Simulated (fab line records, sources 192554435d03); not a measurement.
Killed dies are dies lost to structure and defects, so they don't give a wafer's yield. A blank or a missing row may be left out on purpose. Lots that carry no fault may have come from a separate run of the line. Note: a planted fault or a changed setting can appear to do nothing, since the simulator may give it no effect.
The same fault as seen by 2 desks / flow n5 finfet / each desk holds nothing but its own numbers, with what lay behind them at the end

METROLOGY DESK
Means of the sampled wafers that have a number, per lot and without regard to the tool the lot ran on: this is what the gauges read. If a lot's mean is further than 4 standard deviations from the usual mean, the lot is out of limits and carries the mark OUT (the distance appears in the brackets). It has 10 readings; the 7 that lie furthest out on some lot are the ones shown.
Columns: A = DIBL_N at N5_BEOL_M4_RC_MEAS_101, usual 36.4 mV/V; B = IOFF_P at N5_BEOL_M4_RC_MEAS_101, usual 0.21 nA/um; C = ION_N at N5_BEOL_M4_RC_MEAS_101, usual 680 uA/um; D = ION_P at N5_BEOL_M4_RC_MEAS_101, usual 465 uA/um; E = SS_N at N5_BEOL_M4_RC_MEAS_101, usual 71.5 mV/dec; F = SS_P at N5_BEOL_M4_RC_MEAS_101, usual 73.2 mV/dec; G = VT_P at N5_BEOL_M4_RC_MEAS_101, usual -250 mV
lot=L849; first seen here=day 9 17:30; A=36.7; B=0.20; C=674; D=459; E=71.5; F=73.7; G=-252
lot=L848; first seen here=day 9 21:58; A=35.4; B=0.19; C=673; D=456; E=71.7; F=73.8; G=-254
lot=L851; first seen here=day 10 00:14; A=35.3; B=0.21; C=678; D=466; E=71.7; F=73.3; G=-251
lot=L857; first seen here=day 11 12:10; A=36.9; B=0.25; C=689; D=473; E=71.7; F=73.5; G=-246
lot=L859; first seen here=day 11 20:44; A=33.8; B=0.18; C=663; D=461; E=71.1; F=72.5; G=-251
lot=L860; first seen here=day 12 04:37; A=35.7; B=0.19; C=680; D=468; E=70.7; F=73.3; G=-252
lot=L862; first seen here=day 12 14:55; A=35.7; B=0.17; C=671; D=460; E=71.3; F=72.3; G=-253
lot=L863; first seen here=day 13 08:45; A=37.9; B=0.23; C=685; D=469; E=71.6; F=73.5; G=-248
lot=L867; first seen here=day 13 21:46; A=36.4; B=0.23; C=678; D=468; E=71.7; F=73.1; G=-249
Finding of this desk: none of the 9 lots has anything out of limits.

FOR THE TOOL OWNER'S DESK: rie diel-05
The tool's own readings at N5_BEOL_M0_SAQP_ETCH_107 (etches SiNx in CH3F/O2, target depth 30 nm): means of the sampled wafers that have a number, for each lot that ran on this tool. If a lot's mean is further than 4 standard deviations from the usual mean, the lot is out of limits and carries the mark OUT (the distance appears in the brackets).
Columns: A = bias w at N5_BEOL_M0_SAQP_ETCH_107, usual 72.99 W; B = drypump motor current A at N5_BEOL_M0_SAQP_ETCH_107, usual 5.41 A; C = oes product au at N5_BEOL_M0_SAQP_ETCH_107, usual 0.76 a.u.; D = rf vpp V at N5_BEOL_M0_SAQP_ETCH_107, usual 300 V; E = showerhead plenum p Torr at N5_BEOL_M0_SAQP_ETCH_107, usual 2.03 Torr; F = throttle valve pct at N5_BEOL_M0_SAQP_ETCH_107, usual 16.39 %
lot=L851; first seen here=day 7 08:06; A=73.06; B=5.32; C=0.71; D=296; E=2.04; F=16.54
lot=L857; first seen here=day 8 22:16; A=59.08 (-63) OUT; B=5.48; C=0.84; D=250 (-11) OUT; E=2.00; F=16.11
lot=L859; first seen here=day 9 06:11; A=58.75 (-65) OUT; B=5.48; C=0.84; D=249 (-11) OUT; E=2.00; F=16.13
Finding of this desk: L857, L859 out of limits; the first was L857 at day 8 22:16, on bias w at N5_BEOL_M0_SAQP_ETCH_107. In limits: L851.

BROUGHT TOGETHER
At day 8 22:16, on L857, L859, the tool owner's desk was in a position to raise an alarm.
At the metrology desk, nothing out of limits was observed.
The metrology desk has L857, L859 on record, within its limits.
The lots listed all ran N5_BEOL_M0_SAQP_ETCH_107 on rie diel-05.

WHAT THE SIMULATOR HAD PUT IN
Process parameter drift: rie diel-05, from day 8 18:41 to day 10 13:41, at N5_BEOL_M0_SAQP_ETCH_107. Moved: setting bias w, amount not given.
Lots struck among those shown: L857, L859.
Each desk's first reading out of limits, in hours after the fault started: the tool owner's desk, 4.
